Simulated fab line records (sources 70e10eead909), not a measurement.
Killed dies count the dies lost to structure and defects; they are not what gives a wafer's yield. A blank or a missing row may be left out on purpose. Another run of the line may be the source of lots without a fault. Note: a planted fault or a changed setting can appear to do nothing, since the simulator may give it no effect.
Which tool was responsible? + flow nand harc + 42 wafers from 14 lots sampled at 4 of the route's 1159 steps

## WHAT THE GAUGES READ, wafer by wafer
The record lacks any reading of a measuring or inspecting step that a usual standard deviation could be used to judge.

## EACH LOT AND THE TOOL THAT RAN IT (in order: tool; ch and the chambers of the sampled wafers; start)
| lot  | NHARC_A_CONTACT_DESCUM_13          | NHARC_A_CONTACT_ETCH_30                       | NHARC_A_CONTACT_ETCH_136             | NHARC_A_CONTACT_ALD_18              |
|------|------------------------------------|-----------------------------------------------|--------------------------------------|-------------------------------------|
| L527 | rie diel-08 ch 0,1,3, day 17 04:37 | rie diel-08 ch 0,1,3, day 17 06:44 or earlier | har cap etch-01 ch 0,1, day 17 06:44 | ald metal-01 ch 0,2,3, day 17 09:07 |
| L526 | rie diel-12 ch 0,3, day 17 06:38   | rie diel-12 ch 1,3, day 17 08:16 or earlier   | har cap etch-03 ch 0,1, day 17 08:16 | ald metal-03 ch 1,3, day 17 10:12   |
| L529 | rie diel-12 ch 1,2,3, day 17 11:26 | rie diel-12 ch 2,3, day 17 12:57 or earlier   | har cap etch-01 ch 0,1, day 17 12:57 | ald metal-03 ch 1,3, day 17 14:55   |
| L530 | rie diel-12 ch 0,3, day 17 12:26   | rie diel-12 ch 0,1,3, day 17 14:05 or earlier | har cap etch-02 ch 0, day 17 14:05   | ald metal-01 ch 0,3, day 17 16:31   |
| L528 | rie diel-05 ch 0,2,3, day 17 22:12 | rie diel-05 ch 1,2,3, day 17 23:31 or earlier | har cap etch-02 ch 0,1, day 17 23:31 | ald metal-02 ch 0,2,3, day 18 01:32 |
| L532 | rie diel-05 ch 0,2,3, day 18 03:34 | rie diel-05 ch 0,2,3, day 18 04:53 or earlier | har cap etch-02 ch 0,1, day 18 04:53 | ald metal-03 ch 0,1,3, day 18 06:55 |
| L534 | rie diel-12 ch 0,1,3, day 19 06:26 | rie diel-12 ch 0,2,3, day 19 07:45 or earlier | har cap etch-01 ch 1, day 19 07:45   | ald metal-03 ch 0,1, day 19 09:58   |
| L535 | rie diel-05 ch 0,2,3, day 19 13:04 | rie diel-05 ch 0,2, day 19 14:43 or earlier   | har cap etch-01 ch 0,1, day 19 14:43 | ald metal-01 ch 0,2,3, day 19 17:14 |
| L539 | rie diel-12 ch 0,3, day 19 23:59   | rie diel-12 ch 0,2,3, day 20 01:30 or earlier | har cap etch-03 ch 1, day 20 01:30   | ald metal-03 ch 1,3, day 20 03:28   |
| L540 | rie diel-12 ch 0,1,2, day 20 10:05 | rie diel-12 ch 2,3, day 20 11:38 or earlier   | har cap etch-01 ch 0,1, day 20 11:38 | ald metal-02 ch 1,2,3, day 20 13:50 |
| L541 | rie diel-12 ch 1,2, day 20 14:32   | rie diel-12 ch 1,2,3, day 20 15:53 or earlier | har cap etch-02 ch 0,1, day 20 15:53 | ald metal-03 ch 0,1,2, day 20 17:53 |
| L546 | rie diel-05 ch 1,2,3, day 21 12:43 | rie diel-05 ch 1,2,3, day 21 14:12 or earlier | har cap etch-02 ch 0,1, day 21 14:12 | ald metal-02 ch 0,2,3, day 21 16:14 |
| L547 | rie diel-08 ch 1,2,3, day 22 03:02 | rie diel-08 ch 0,1, day 22 04:21 or earlier   | har cap etch-01 ch 0,1, day 22 04:21 | ald metal-03 ch 0,1,3, day 22 06:37 |
| L549 | rie diel-08 ch 0,2,3, day 22 20:44 | rie diel-08 ch 1,2,3, day 22 22:17 or earlier | har cap etch-01 ch 0,1, day 22 22:17 | ald metal-01 ch 0,1, day 23 00:14   |
- NHARC_A_CONTACT_DESCUM_13: chemistry O2, time 3 s.
- NHARC_A_CONTACT_ETCH_30: etches the open film in CF4/CHF3, target depth 60.5 nm, time 30.2 s.
- NHARC_A_CONTACT_ETCH_136: etches the open film in C4F8/O2/Ar, time 132 s, target depth 1287 nm.
- NHARC_A_CONTACT_ALD_18: deposits TiN, target thk 3 nm, pulse time 1 s, ald cycles 150.

## AS READ BY THE TOOLS THEMSELVES (means over the sampled wafers that have a number; for cases with no such wafer, the mark the record gives instead)
NHARC_A_CONTACT_DESCUM_13. Usual: drypump motor current A 5.9 A, standard deviation 0.49; oes product au 1.000 a.u., standard deviation 0.012; rf vpp V 57.6 V, standard deviation 0.95; showerhead plenum p Torr 1.87 Torr, standard deviation 0.091; throttle valve pct 11.311 %, standard deviation 0.0098.
| lot  | tool        | drypump motor current A (A) | oes product au (a.u.) | rf vpp V (V) | showerhead plenum p Torr (Torr) | throttle valve pct (%) | flag |
|------|-------------|-----------------------------|-----------------------|--------------|---------------------------------|------------------------|------|
| L527 | rie diel-08 | 6.1                         | 1.003                 | 57.2         | 1.81                            | 11.313                 |      |
| L526 | rie diel-12 | 6.5                         | 1.003                 | 56.9         | 1.85                            | 11.318                 |      |
| L529 | rie diel-12 | 5.9                         | 1.002                 | 57.5         | 1.86                            | 11.317                 |      |
| L530 | rie diel-12 | 6.5                         | 1.007                 | 58.4         | 1.85                            | 11.316                 |      |
| L528 | rie diel-05 | 5.6                         | 0.997                 | 57.9         | 1.89                            | 11.322                 |      |
| L532 | rie diel-05 | 5.7                         | 0.988                 | 58.3         | 1.89                            | 11.316                 |      |
| L534 | rie diel-12 | 6.3                         | 1.012                 | 58.1         | 1.85                            | 11.300                 |      |
| L535 | rie diel-05 | 5.7                         | 0.999                 | 57.4         | 1.89                            | 11.307                 |      |
| L539 | rie diel-12 | 6.4                         | 1.014                 | 56.8         | 1.81                            | 11.304                 |      |
| L540 | rie diel-12 | 6.0                         | 1.004                 | 56.8         | 1.89                            | 11.310                 |      |
| L541 | rie diel-12 | 5.8                         | 1.012                 | 58.2         | 1.88                            | 11.311                 |      |
| L546 | rie diel-05 | 5.7                         | 1.002                 | 58.9         | 1.90                            | 11.302                 |      |
| L547 | rie diel-08 | 6.2                         | 0.989                 | 58.0         | 1.90                            | 11.308                 |      |
| L549 | rie diel-08 | 5.9                         | 0.990                 | 57.3         | 1.99                            | 11.309                 |      |

NHARC_A_CONTACT_ETCH_30. Usual: for bias w, 199.9 W with a standard deviation of 0.63; for drypump motor current A, 5.9 A with a standard deviation of 0.5; for oes product au, 0.936 a.u. with a standard deviation of 0.019; for rf fwd power W, 491.2 W with a standard deviation of 2.3; for rf vpp V, 369.7 V with a standard deviation of 2.5; for showerhead plenum p Torr, 1.55 Torr with a standard deviation of 0.074; for throttle valve pct, 16.803 % with a standard deviation of 0.009.
| lot  | tool        | bias w (W) | drypump motor current A (A) | oes product au (a.u.) | rf fwd power W (W) | rf vpp V (V) | showerhead plenum p Torr (Torr) | throttle valve pct (%) | flag |
|------|-------------|------------|-----------------------------|-----------------------|--------------------|--------------|---------------------------------|------------------------|------|
| L527 | rie diel-08 | 199.5      | 6.1                         | 0.923                 | 493.1              | 367.5        | 1.49                            | 16.801                 |      |
| L526 | rie diel-12 | 199.5      | 6.2                         | 0.946                 | 492.1              | 367.5        | 1.49                            | 16.808                 |      |
| L529 | rie diel-12 | 199.6      | 6.0                         | 0.967                 | 490.7              | 368.5        | 1.51                            | 16.803                 |      |
| L530 | rie diel-12 | 199.8      | 6.3                         | 0.952                 | 492.2              | 369.6        | 1.52                            | 16.804                 |      |
| L528 | rie diel-05 | 199.8      | 5.7                         | 0.927                 | 489.1              | 370.3        | 1.57                            | 16.802                 |      |
| L532 | rie diel-05 | 200.5      | 5.7                         | 0.963                 | 489.7              | 370.5        | 1.56                            | 16.814                 |      |
| L534 | rie diel-12 | 200.2      | 6.1                         | 0.923                 | 492.2              | 368.8        | 1.53                            | 16.805                 |      |
| L535 | rie diel-05 | 200.1      | 6.0                         | 0.917                 | 488.3              | 369.8        | 1.54                            | 16.798                 |      |
| L539 | rie diel-12 | 200.2      | 6.1                         | 0.956                 | 490.8              | 368.4        | 1.53                            | 16.809                 |      |
| L540 | rie diel-12 | 200.1      | 5.7                         | 0.916                 | 491.1              | 368.9        | 1.54                            | 16.807                 |      |
| L541 | rie diel-12 | 199.4      | 5.9                         | 0.924                 | 492.9              | 369.3        | 1.53                            | 16.804                 |      |
| L546 | rie diel-05 | 199.6      | 5.7                         | 0.929                 | 489.4              | 370.3        | 1.56                            | 16.811                 |      |
| L547 | rie diel-08 | 199.6      | 6.2                         | 0.965                 | 494.0              | 370.9        | 1.55                            | 16.810                 |      |
| L549 | rie diel-08 | 199.9      | 6.2                         | 0.939                 | 493.1              | 370.7        | 1.56                            | 16.806                 |      |

NHARC_A_CONTACT_ALD_18. Usual: heater power w 1054 W, standard deviation 110; precursor pulse height rel 0.999, standard deviation 0.02.
| lot  | tool         | heater power w (W) | precursor pulse height rel | flag |
|------|--------------|--------------------|----------------------------|------|
| L527 | ald metal-01 | 996                | 0.998                      |      |
| L526 | ald metal-03 | 1150               | 0.995                      |      |
| L529 | ald metal-03 | 1157               | 1.000                      |      |
| L530 | ald metal-01 | 868                | 0.975                      |      |
| L528 | ald metal-02 | 975                | 1.006                      |      |
| L532 | ald metal-03 | 1138               | 0.986                      |      |
| L534 | ald metal-03 | 1100               | 0.976                      |      |
| L535 | ald metal-01 | 1005               | 0.997                      |      |
| L539 | ald metal-03 | 1199               | 0.996                      |      |
| L540 | ald metal-02 | 1045               | 1.003                      |      |
| L541 | ald metal-03 | 1100               | 1.009                      |      |
| L546 | ald metal-02 | 977                | 0.988                      |      |
| L547 | ald metal-03 | 1148               | 1.015                      |      |
| L549 | ald metal-01 | 1032               | 1.007                      |      |

## THE ANSWER, worked out from the rows above alone
Rule: a lot is off if the mean of its wafers that have a number lies more than 3 standard deviations from the usual mean. Also off: a lot with no number at a reading for which 4 or more lots have one. The other lots that the step has rows for count as sound. The gauges are gone through in route order, then the tools' own readings, and for those a lot's mean is taken as printed above. The first step at which some lot is off is used, and at that step the reading that is off furthest; a lot without a number counts as furthest.
No lot is off on any of the readings shown, so nothing can be concluded from this.

## WHAT THE SIMULATOR PUT IN
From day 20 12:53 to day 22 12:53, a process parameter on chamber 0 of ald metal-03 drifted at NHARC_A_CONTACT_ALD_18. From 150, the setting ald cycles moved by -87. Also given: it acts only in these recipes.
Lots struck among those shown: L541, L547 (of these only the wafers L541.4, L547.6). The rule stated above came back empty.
